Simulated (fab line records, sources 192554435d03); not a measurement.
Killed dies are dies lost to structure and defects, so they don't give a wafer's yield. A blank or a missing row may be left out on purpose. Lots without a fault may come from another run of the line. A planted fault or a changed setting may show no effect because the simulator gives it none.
fab line records | flow n5_finfet | part 2 of 2: steps 18 to 27 of 27
record lots=5 wafers=15 last_day=19
route steps=1938 shown FIN_SAQP@137 FIN_CUT@154
lots that met no fault: from a run of the same line without faults
start_h: hours from the record's first day to the start of the lot's first wafer shown | wait_h: hours since the lot's step before | " the same as in the row above | L1.1+2: a row that stands for several wafers | - no value, or no start given | * or withheld: withheld | < > ~ a bound
route shown NAME@n: a module of which the file shows steps, and the number in the route of the first | usual: mean/standard deviation of fault-free wafers | same: alike in all rows | chamber/n: place in a boat | sites: the reading at each site | _std_site: their standard deviation | _edge_site: outer sites' mean less inner sites' | radius_mm: how far each site lies from the wafer's centre | mask NAME#n: copy n | behind: the tool/chamber that last shaped the wafer | hold: why the lot was held/for how many hours/how that ended | device: the transistor (n, p or np) that didn't switch | end of line: the same wafers' tests at the end of the route | a step without rows: its recipe alone | killed: dies lost to structure and defects at the first sort, not the wafer's yield | map: a wafer's dies, x killed, . not, _ none there
set.NAME: the setting as run; set.NAME@STEP: as run at that earlier step | model.NAME: the simulator's own value behind a step, which no gauge read
lots at some steps of the route; a table a step, a row a wafer
services: from which hour (start_h, from the record's first day; less than 0 if before it) a tool's chamber was out of use, for how many hours, and why
## steps
# step N5_FIN_CUT_COAT_18
# recipe resist=SOC temp_c=250 time_s=60 spin_rpm=1500 resist_thk_nm=230
# usual exhaust_pa=44.9/0.86 heater_power_total_W=500.5/1.9
# columns lot.wafer tool chamber start_h wait_h exhaust_pa heater_power_total_W
L075.1 litho_track-04 0 33.16 0.0 44.3 502.7
L075.3 " 0 " " 45.7 502.5
L075.5 " 0 " " 45.5 500.1
L076.2 litho_track-02 0 40.20 0.0 44.7 502.7
L076.3 " 0 " " 44.9 501.7
L076.6 " 0 " " 45.9 501.2
L083.1 litho_track-04 0 83.88 0.0 46.5 499.7
L083.3 " 0 " " 45.2 501.2
L083.5 " 0 " " 45.3 500.9
L086.2 litho_track-03 0 100.91 0.0 44.3 500.1
L086.3 " 0 " " 45.2 499.7
L086.4 " 0 " " 44.5 503.2
L095.1 litho_track-04 0 151.84 0.0 46.0 501.0
L095.3 " 0 " " 45.0 503.4
L095.4 " 0 " " 45.6 500.4
# step N5_FIN_CUT_COAT_19
# recipe resist=SiARC temp_c=220 time_s=60 spin_rpm=1500 resist_thk_nm=20
# usual exhaust_pa=44.9/0.86 heater_power_total_W=427.3/2.1
# columns lot.wafer tool chamber start_h wait_h exhaust_pa heater_power_total_W
L075.1 litho_track-04 0 - - 45.0 428.7
L075.3 " 0 " " 44.5 425.4
L075.5 " 0 " " 44.9 428.0
L076.2 litho_track-02 0 - - 45.1 428.2
L076.3 " 0 " " 44.2 430.4
L076.6 " 0 " " 45.5 426.9
L083.1 litho_track-04 0 - - 44.1 429.3
L083.3 " 0 " " 44.3 424.5
L083.5 " 0 " " 45.5 425.5
L086.2 litho_track-03 0 - - 44.7 426.1
L086.3 " 0 " " 44.0 424.2
L086.4 " 0 " " 43.3 424.3
L095.1 litho_track-04 0 - - 44.7 426.8
L095.3 " 0 " " 45.3 428.4
L095.4 " 0 " " 44.7 428.6
# step N5_FIN_CUT_COAT_29
# recipe resist=underlayer temp_c=205 time_s=60 spin_rpm=1500 resist_thk_nm=10
# usual exhaust_pa=44.9/0.95 heater_power_total_W=391.7/1.4
# columns lot.wafer tool chamber start_h wait_h exhaust_pa heater_power_total_W
L075.1 litho_track-04 0 - - 44.7 389.8
L075.3 " 0 " " 45.5 392.8
L075.5 " 0 " " 45.3 389.6
L076.2 litho_track-02 0 - - 44.9 392.9
L076.3 " 0 " " 45.2 393.8
L076.6 " 0 " " 45.3 393.2
L083.1 litho_track-04 0 - - 44.5 392.2
L083.3 " 0 " " 45.9 389.6
L083.5 " 0 " " 44.1 390.3
L086.2 litho_track-03 0 - - 45.4 391.0
L086.3 " 0 " " 44.4 393.6
L086.4 " 0 " " 44.4 393.4
L095.1 litho_track-04 0 - - 45.7 392.6
L095.3 " 0 " " 45.6 390.0
L095.4 " 0 " " 43.4 390.6
# step N5_FIN_CUT_COAT_02
# recipe resist=CAR-EUV spin_rpm=1500 resist_thk_nm=30
# usual exhaust_pa=45.3/0.88
# columns lot.wafer tool chamber start_h wait_h exhaust_pa
L075.1 litho_track-04 0 - - 44.9
L075.3 " 0 " " 46.7
L075.5 " 0 " " 45.8
L076.2 litho_track-02 0 - - 45.0
L076.3 " 0 " " 43.5
L076.6 " 0 " " 45.3
L083.1 litho_track-04 0 - - 44.8
L083.3 " 0 " " 45.7
L083.5 " 0 " " 45.6
L086.2 litho_track-03 0 - - 45.0
L086.3 " 0 " " 45.3
L086.4 " 0 " " 44.7
L095.1 litho_track-04 0 - - 45.2
L095.3 " 0 " " 44.5
L095.4 " 0 " " 45.1
# step N5_FIN_CUT_EBR_04
# recipe solvent=PGMEA ebr_width_mm=1.5
# usual exhaust_pa=45.1/0.83
# columns lot.wafer tool chamber start_h wait_h exhaust_pa
L075.1 litho_track-04 0 - - 44.7
L075.3 " 0 " " 45.0
L075.5 " 0 " " 45.4
L076.2 litho_track-02 0 - - 44.9
L076.3 " 0 " " 44.3
L076.6 " 0 " " 44.7
L083.1 litho_track-04 0 - - 44.9
L083.3 " 0 " " 45.9
L083.5 " 0 " " 46.2
L086.2 litho_track-03 0 - - 45.5
L086.3 " 0 " " 45.0
L086.4 " 0 " " 44.8
L095.1 litho_track-04 0 - - 43.7
L095.3 " 0 " " 45.7
L095.4 " 0 " " 43.1
# step N5_FIN_CUT_SOFTBAKE_03
# recipe temp_c=110 time_s=60 resist=CAR-EUV
# usual exhaust_pa=45.0/0.98 heater_power_total_W=175.0/1.6
# columns lot.wafer tool chamber start_h wait_h exhaust_pa heater_power_total_W
L075.1 litho_track-04 0 - - 43.9 177.5
L075.3 " 0 " " 44.5 174.2
L075.5 " 0 " " 44.9 176.7
L076.2 litho_track-02 0 - - 47.1 175.7
L076.3 " 0 " " 45.3 175.5
L076.6 " 0 " " 46.5 177.5
L083.1 litho_track-04 0 - - 44.7 173.0
L083.3 " 0 " " 43.9 174.7
L083.5 " 0 " " 44.8 173.0
L086.2 litho_track-03 0 - - 45.9 175.8
L086.3 " 0 " " 44.0 174.3
L086.4 " 0 " " 43.8 174.7
L095.1 litho_track-04 0 - - 45.3 176.6
L095.3 " 0 " " 45.2 176.5
L095.4 " 0 " " 44.3 173.6
# step N5_FIN_CUT_EXPOSE_05
# recipe mask_id=FIN_CUT na=0.33 source_shape=annular sigma_inner=0.35 sigma_outer=0.8 polarization=unpolarized dose_mj=45.75
# columns lot.wafer tool chamber start_h wait_h mask
L075.1+3+5 euv_scanner-02 0 33.30 - FIN_CUT#0
L076.2+3+6 euv_scanner-02 0 40.34 - FIN_CUT#0
L083.1+3+5 euv_scanner-02 0 84.14 - FIN_CUT#0
L086.2+3+4 euv_scanner-02 0 101.05 - FIN_CUT#0
L095.1+3+4 euv_scanner-01 0 152.10 - FIN_CUT#0
# step N5_FIN_CUT_PEB_06
# recipe peb_temp_c=100 peb_time_s=60 resist=CAR-EUV
# usual exhaust_pa=44.9/0.99 heater_power_total_W=153.9/1.1
# same peb_time_s=60
# columns lot.wafer tool chamber start_h wait_h exhaust_pa heater_power_total_W
L075.1 litho_track-02 0 33.37 0.1 45.5 152.8
L075.3 " 0 " " 46.2 153.7
L075.5 " 0 " " 44.7 152.5
L076.2 litho_track-02 0 40.40 0.1 44.5 154.1
L076.3 " 0 " " 43.8 152.4
L076.6 " 0 " " 43.9 155.0
L083.1 litho_track-02 0 84.21 0.1 43.9 155.6
L083.3 " 0 " " 42.2 155.2
L083.5 " 0 " " 44.5 155.7
L086.2 litho_track-03 0 101.11 0.1 45.4 152.7
L086.3 " 0 " " 45.6 152.9
L086.4 " 0 " " 42.6 152.8
L095.1 litho_track-02 0 152.17 0.1 45.6 152.6
L095.3 " 0 " " 44.0 153.6
L095.4 " 0 " " 44.7 152.9
# step N5_FIN_CUT_DEVELOP_07
# recipe develop_time_s=30 developer=TMAH resist=CAR-EUV rinse_liquid=surfactant_rinse dry=air_spin dev_temp_c=23
# usual exhaust_pa=45.1/0.84
# columns lot.wafer tool chamber start_h wait_h exhaust_pa
L075.1 litho_track-02 0 - - 45.3
L075.3 " 0 " " 44.7
L075.5 " 0 " " 43.1
L076.2 litho_track-02 0 - - 45.2
L076.3 " 0 " " 45.7
L076.6 " 0 " " 45.1
L083.1 litho_track-02 0 - - 44.6
L083.3 " 0 " " 45.4
L083.5 " 0 " " 45.3
L086.2 litho_track-03 0 - - 45.1
L086.3 " 0 " " 44.7
L086.4 " 0 " " 44.2
L095.1 litho_track-02 0 - - 44.1
L095.3 " 0 " " 45.3
L095.4 " 0 " " 46.2
# step N5_FIN_CUT_CD_MEAS_08
# recipe target_cd_nm=29.1 landing_energy_ev=500 detector=se_inlens polarity=opening
# usual cd_nm=29.15/0.22
# columns lot.wafer tool chamber start_h wait_h cd_nm
L075.1 cd_sem-01 0 33.44 - 29.32
L075.3 " 0 " " 29.08
L075.5 " 0 " " 29.24
L076.2 cd_sem-01 0 40.47 - 29.11
L076.3 " 0 " " 28.99
L076.6 " 0 " " 29.03
L083.1 cd_sem-01 0 84.27 - 28.83
L083.3 " 0 " " 28.81
L083.5 " 0 " " 28.94
L086.2 cd_sem-01 0 101.18 - 28.94
L086.3 " 0 " " 29.17
L086.4 " 0 " " 29.07
L095.1 cd_sem-02 0 152.24 - 29.20
L095.3 " 0 " " 29.23
L095.4 " 0 " " 29.26
## services
# columns tool chamber start_h hours kind
ald_sin-02 1 7.42 4.1 repair
rie_si-05 1 31.52 5.2 repair
euv_scanner-02 - 32.14 0.8 repair
euv_scanner-01 - 35.85 5.8 pm
wet_bench-04 - 41.44 1.9 pm
wet_bench-04 - 44.59 2.7 repair
euv_scanner-01 - 44.68 1.0 pm
euv_scanner-01 - 51.05 0.5 repair
euv_scanner-02 0 51.93 - calibration
euv_scanner-02 - 58.69 4.6 pm
euv_scanner-02 - 63.38 1.0 pm
ald_sin-03 3 76.15 22.1 repair
euv_scanner-02 - 77.11 1.8 repair
ald_sin-03 - 78.53 14.6 pm
ald_sin-02 0 78.91 3.3 repair
ald_sin-01 - 85.61 14.0 pm
rie_diel-03 3 86.91 5.4 repair
rie_diel-01 0 100.51 13.7 repair
euv_scanner-01 - 100.83 1.0 pm
rie_diel-04 2 110.41 45.9 repair
rie_diel-04 - 115.75 0.4 repair
euv_scanner-02 - 119.53 1.0 pm
ald_sin-03 3 135.05 4.0 repair
rie_si-04 0 136.64 1.9 repair
